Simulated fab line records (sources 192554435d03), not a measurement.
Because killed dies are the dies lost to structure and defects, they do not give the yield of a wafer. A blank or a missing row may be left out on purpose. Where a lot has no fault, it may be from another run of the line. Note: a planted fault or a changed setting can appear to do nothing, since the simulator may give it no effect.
Struck lot and sound lot, side by side    flow n5-finfet    42 out of 1938 route steps
Sound: the wafers L335.2, L335.3, L335.6. Struck: wafer L343.6 (L343.3, L343.5, from the same lot, were not struck and are left out); the cause is given at the end.
At each step with rows: each side's tool, then ch and its chambers, then its first start. Under that, the readings that differ: sound wafers    struck wafers    difference of the means    sigmas: that difference in standard deviations of wafers without a fault.
alike: readings with means less than 2 such deviations apart, plus words and numbers identical on both sides. not compared: withheld readings, readings lacking a value on some wafer, bounds such as >300 that could conceal the same value, and numbers that have no deviation in the record and whose values overlap.
The two part at a step that has a row with sigmas, a row that says differs or no value, or rows on one side only. Numbers that have no deviation but don't overlap get no sigmas and don't part them. A reading that every wafer of one side lacks parts them only if that side has two wafers or more.

first, 2 steps without rows for these wafers: N5_STI_FIN_REVEAL_PRECLEAN_18 (cleans in SC2, time 45 s); N5_STI_FIN_REVEAL_SRD_28 (time 30 s).
N5_STI_FIN_REVEAL_INSPECT_13: inspects for defects (darkfield).
  sound on defect-inspect-01, day 3 08:26; struck on defect-inspect-02, day 5 08:01
  alike: raw-defect-count
then, 7 steps without rows for these wafers: N5_DUMMY_GATE_PRECLEAN_00 (cleans in O3/DIW, time 60 s); N5_DUMMY_GATE_SRD_01 (time 30 s); N5_DUMMY_GATE_ALD_02 (deposits SiO2, target thk 2 nm, pulse time 1 s); N5_DUMMY_GATE_CVD_03 (deposits a-Si from SiH4, target thk 150 nm, time 8042 s); N5_DUMMY_GATE_PRECLEAN_46 (cleans in DIW, time 89.5 s); N5_DUMMY_GATE_SRD_47 (dry time 32 s); N5_DUMMY_GATE_CMP_04 (polishes a-Si).
N5_DUMMY_GATE_THK_MEAS_05:
  sound on film-metro-01, day 3 14:35; struck on film-metro-01, day 5 12:11
reading      sound           struck  difference  sigmas
thk-nm (nm)  74.1 74.3 74.6  70.6    -3.7        -3
then, 1 step without rows for these wafers: N5_DUMMY_GATE_HM_DEP_06 (deposits SiNx from DCS/NH3, target thk 80 nm, time 5141 s).
N5_DUMMY_GATE_PECVD_30: deposits SiO2 from TEOS/O2, target thk 55 nm, time 10.8 s.
  sound on pecvd-02 ch 1,2, day 3 20:57; struck on pecvd-02 ch 2, day 5 16:09
reading                                        sound         struck  difference  sigmas
model.SiO2_of_DUMMY_GATE_PECVD_30.thk-nm (nm)  53.8 55.4 56  28      -27         
  not compared: since-wet-clean-h
then, 9 steps without rows for these wafers: N5_DUMMY_GATE_COAT_34 (time 60 s, resist thk 60 nm); N5_DUMMY_GATE_COAT_35 (time 60 s, resist thk 10 nm); N5_DUMMY_GATE_COAT_28 (time 60 s, resist thk 10 nm); N5_DUMMY_GATE_COAT_09 (resist thk 30 nm); N5_DUMMY_GATE_EBR_11; N5_DUMMY_GATE_SOFTBAKE_10 (time 60 s); N5_DUMMY_GATE_EXPOSE_12 (exposes mask GATE, target cd 25 nm); N5_DUMMY_GATE_PEB_13 (peb time 60 s); N5_DUMMY_GATE_DEVELOP_14 (develop time 30 s).
N5_DUMMY_GATE_CD_MEAS_15: the cd target is 25.8 nm.
  sound on cd-sem-03 ch 0, day 3 21:16; struck on cd-sem-03 ch 0, day 5 16:29
  alike: cd-nm
N5_DUMMY_GATE_OVL_MEAS_16:
  sound on overlay-02 ch 0, day 3 21:19; struck on overlay-01 ch 0, day 5 16:32
  alike: GATE_OVL
N5_DUMMY_GATE_INSPECT_17: inspects for defects (brightfield).
  sound on defect-inspect-02, day 3 21:23; struck on defect-inspect-02, day 5 16:34
  alike: raw-defect-count
then, 6 steps without rows for these wafers: N5_DUMMY_GATE_DESCUM_20 (chemistry O2, time 6.2 s); N5_DUMMY_GATE_ETCH_29 (etches underlayer in N2/H2, target depth 13 nm); N5_DUMMY_GATE_ETCH_36 (etches SiARC in CF4, target depth 13 nm); N5_DUMMY_GATE_ETCH_37 (etches SOC in N2/H2, target depth 60 nm, overetch 30 nm); N5_DUMMY_GATE_STRIP_38 (strips in N2/H2); N5_DUMMY_GATE_STRIP_39 (strips in N2/H2).
N5_DUMMY_GATE_TRIM_49: chemistry O2, time 29 s, target cd 14 nm.
  sound on rie-si-04 ch 0,1,3, day 3 21:38; struck on rie-si-05 ch 2, day 5 16:50
  alike: O2_flow_sccm, drypump-motor-current-A, oes-product-au, throttle-valve-pct
  not compared: rf-hours-counter-h
then, 1 step without rows for these wafers: N5_DUMMY_GATE_STRIP_40 (strips in CF4).
N5_DUMMY_GATE_CD_MEAS_50: the cd target is 14 nm.
  sound on cd-sem-01, day 3 21:47; struck on cd-sem-02, day 5 17:10
  alike: cd-nm
N5_DUMMY_GATE_ETCH_31: etches SiO2 in C4F6/O2, target depth 82.5 nm, time 27.5 s.
  sound on rie-diel-06 ch 0,1,2, day 3 21:50; struck on rie-diel-06 ch 1, day 5 17:12
  alike: O2_flow_sccm, drypump-motor-current-A, oes-product-au, rf-vpp-V, showerhead-plenum-p-Torr, throttle-valve-pct
  not compared: rf-hours-counter-h
N5_DUMMY_GATE_STRIP_41: strips in O2.
  sound on rie-diel-06 ch 0,1,2, day 3 21:53; struck on rie-diel-06 ch 1, day 5 17:15
  alike: drypump-motor-current-A, o2-flow-sccm, oes-product-au, rf-vpp-V, showerhead-plenum-p-Torr, throttle-valve-pct
  not compared: rf-hours-counter-h
then, 1 step without rows for these wafers: N5_DUMMY_GATE_HM_OPEN_21 (chemistry CH3F/O2, target SiNx, target depth 120 nm, time 171.4 s).
N5_DUMMY_GATE_ETCH_32: etches SiO2 in CF4, target depth 3.5 nm, time 3.9 s.
  sound on rie-si-03 ch 1,2, day 3 22:05; struck on rie-si-03 ch 1, day 5 17:27
  alike: drypump-motor-current-A, oes-product-au, throttle-valve-pct
  not compared: rf-hours-counter-h
N5_DUMMY_GATE_ETCH_23: etches poly-Si in HBr/Cl2/O2, target depth 41 nm, time 22.3 s.
  sound on rie-si-03 ch 1,2, day 3 22:07; struck on rie-si-03 ch 1, day 5 17:29
  alike: O2_flow_sccm, drypump-motor-current-A, oes-product-au, throttle-valve-pct
  not compared: rf-hours-counter-h
N5_DUMMY_GATE_ETCH_44: etches poly-Si in HBr/O2, stops on SiO2, target depth 127.5 nm.
  sound on rie-si-03 ch 1,2, day 3 22:10; struck on rie-si-03 ch 1, day 5 17:32
reading                                        sound                 struck  difference  sigmas
O2_flow_sccm (sccm)                            10.033 10.060 10.004  9.977   -0.055      -2
model.SiO2_of_DUMMY_GATE_PECVD_30.thk-nm (nm)  37 38.6 39            11.4    -26.8       
  alike: drypump-motor-current-A, oes-product-au, throttle-valve-pct
  not compared: rf-hours-counter-h
N5_DUMMY_GATE_CD_MEAS_24: the cd target is 15 nm.
  sound on cd-sem-03, day 3 22:17; struck on cd-sem-03, day 5 17:39
  alike: cd-nm
then, 1 step without rows for these wafers: N5_PASSIVATION_PROBE_49.

## WHERE THEY PART
Earliest at N5_DUMMY_GATE_THK_MEAS_05; latest, in this record, at N5_DUMMY_GATE_ETCH_44. Later steps at which nothing parts them and some readings are alike: N5_DUMMY_GATE_CD_MEAS_24.

WHY: what the simulator had put in
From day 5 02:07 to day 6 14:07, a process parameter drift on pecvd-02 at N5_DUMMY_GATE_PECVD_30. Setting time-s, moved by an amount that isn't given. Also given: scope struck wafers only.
